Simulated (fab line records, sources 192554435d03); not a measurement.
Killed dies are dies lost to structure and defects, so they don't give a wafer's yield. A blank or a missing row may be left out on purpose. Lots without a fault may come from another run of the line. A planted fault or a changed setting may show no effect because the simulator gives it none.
A struck lot beside a sound one | flow n5_finfet | 15 steps out of a route of 1938
Sound: wafers L464.1, L464.2, L464.3. Struck: wafers L472.4, L472.5, L472.6. The cause comes at the end.
At each step with rows: each side's tool, then ch and its chambers, then its first start. Under that, the readings that differ: sound wafers | struck wafers | difference of the means | sigmas: that difference in standard deviations of wafers without a fault.
alike: readings whose means differ by less than 2 such deviations, and words and numbers that are the same on both sides. not compared: withheld readings, readings that some wafer has no value for, bounds like >300 that may hide the same value, and numbers for which the record gives no deviation and whose values overlap.
The two part at a step that has a row with sigmas, a row that says differs or no value, or rows on one side only. Numbers that don't overlap but have no deviation are shown without sigmas and don't part them. A reading that every wafer of one side lacks parts them only if that side has two wafers or more.

first, 2 steps without rows for these wafers: N5_FIN_SAQP_PEB_14 (peb time 60 s); N5_FIN_SAQP_DEVELOP_15 (develop time 30 s).
N5_FIN_SAQP_CD_MEAS_16: target cd 35.6 nm.
  sound on cd_sem-01 ch 0, day 4 10:37; struck on cd_sem-03 ch 0, day 6 09:30
  alike: cd_nm
N5_FIN_SAQP_OVL_MEAS_17:
  sound on overlay-01 ch 0, day 4 10:40; struck on overlay-02 ch 0, day 6 09:32
  alike: FIN_CORE_OVL
N5_FIN_SAQP_INSPECT_18: inspects for defects (brightfield).
  sound on defect_inspect-01, day 4 10:41; struck on defect_inspect-02, day 6 09:33
  alike: raw_defect_count
N5_FIN_SAQP_DESCUM_21: chemistry O2, time 7.9 s.
  sound on rie_diel-04 ch 0,1,3, day 4 10:43; struck on rie_diel-03 ch 1,2,3, day 6 09:36
  reading                | sound       | struck | difference                    | sigmas
  rf_hours_counter_h (h) | 177 139 184 | - - -  | no value on the struck wafers |
  alike: chamber_pressure_mTorr, drypump_motor_current_A, oes_product_au, rf_vpp_V, showerhead_plenum_p_Torr, throttle_valve_pct
N5_FIN_SAQP_ETCH_51: etches SiARC in CF4, target depth 45.5 nm, time 75.8 s.
  sound on rie_diel-04 ch 0,1,3, day 4 10:45; struck on rie_diel-03 ch 1,2,3, day 6 09:39
  reading                | sound       | struck | difference                    | sigmas
  rf_hours_counter_h (h) | 177 139 184 | - - -  | no value on the struck wafers |
  alike: chamber_pressure_mTorr, drypump_motor_current_A, etch_rf_on_time_s, oes_product_au, rf_vpp_V, showerhead_plenum_p_Torr, throttle_valve_pct
N5_FIN_SAQP_ETCH_52: etches SOC in N2/H2, target depth 100 nm, overetch 20 nm, time 150 s.
  sound on rie_diel-04 ch 0,1,3, day 4 10:49; struck on rie_diel-03 ch 1,2,3, day 6 09:44
  reading                | sound       | struck | difference                    | sigmas
  rf_hours_counter_h (h) | 177 139 184 | - - -  | no value on the struck wafers |
  alike: chamber_pressure_mTorr, drypump_motor_current_A, h2_flow_sccm, oes_product_au, rf_vpp_V, showerhead_plenum_p_Torr, throttle_valve_pct
then, 1 step without rows for these wafers: N5_FIN_SAQP_STRIP_53 (strips in N2/H2).
N5_FIN_SAQP_HM_OPEN_73: chemistry CHF3/O2, target SiO2, stops on a-Si, target depth 12 nm, time 16.8 s.
  sound on rie_diel-04 ch 0,1,3, day 4 10:55; struck on rie_diel-03 ch 1,2,3, day 6 09:49
  reading                | sound       | struck | difference                    | sigmas
  rf_hours_counter_h (h) | 177 139 184 | - - -  | no value on the struck wafers |
  alike: chamber_pressure_mTorr, drypump_motor_current_A, oes_f_703_au, oes_product_au, rf_vpp_V, showerhead_plenum_p_Torr, throttle_valve_pct
then, 1 step without rows for these wafers: N5_FIN_SAQP_STRIP_74 (strips in CHF3/O2).
N5_FIN_SAQP_MANDREL_ETCH_22: etches a-Si in HBr/Cl2, stops on SiNx, target depth 60 nm, bt time 10 s, time 30 s.
  sound on rie_si-06 ch 1,2,3, day 4 11:00; struck on rie_si-05 ch 0,1,2, day 6 09:52
  alike: chamber_pressure_mTorr, drypump_motor_current_A, oes_product_au, throttle_valve_pct
  not compared: rf_hours_counter_h
N5_FIN_SAQP_STRIP_55: strips in N2/H2.
  sound on rie_diel-01 ch 0,1,2, day 4 11:06; struck on rie_diel-03 ch 1,2,3, day 6 09:59
  no value came back on the struck wafers for any of 9 readings (bias_power_w (W), chamber_pressure_mTorr (mTorr) and others); on the sound wafers bias_power_w (W) reads 27.97 28.01 28.21
  reading                                   | sound | struck            | difference | sigmas
  model.SOC_of_FIN_SAQP_COAT_49.thk_nm (nm) | 0 0 0 | 76.35 75.15 75.44 | +75.65     |
then, 1 step without rows for these wafers: N5_FIN_SAQP_STRIP_23 (strips in SPM, time 750 s).
-- the record jumps here: 12 days lie between the struck wafers' starts before and after (it left off in module FIN_SAQP and takes up again in module PASSIVATION, whose first step shown is number 1936 of the route) --
N5_PASSIVATION_PROBE_49:
  sound on prober-02, day 15 15:25; struck on prober-02, day 18 12:23
  reading            | sound | struck | difference | sigmas
  killed_at_contacts | 5 10  | 21     | +14        | +2
  alike: killed_at_M0_to_M3, killed_at_M4_up, killed_at_front_end, killed_at_other, killed_dies, killed_open, killed_short

WHERE THEY PART
First at N5_FIN_SAQP_DESCUM_21; last, within this record, at N5_PASSIVATION_PROBE_49.

WHY: what the simulator had put in
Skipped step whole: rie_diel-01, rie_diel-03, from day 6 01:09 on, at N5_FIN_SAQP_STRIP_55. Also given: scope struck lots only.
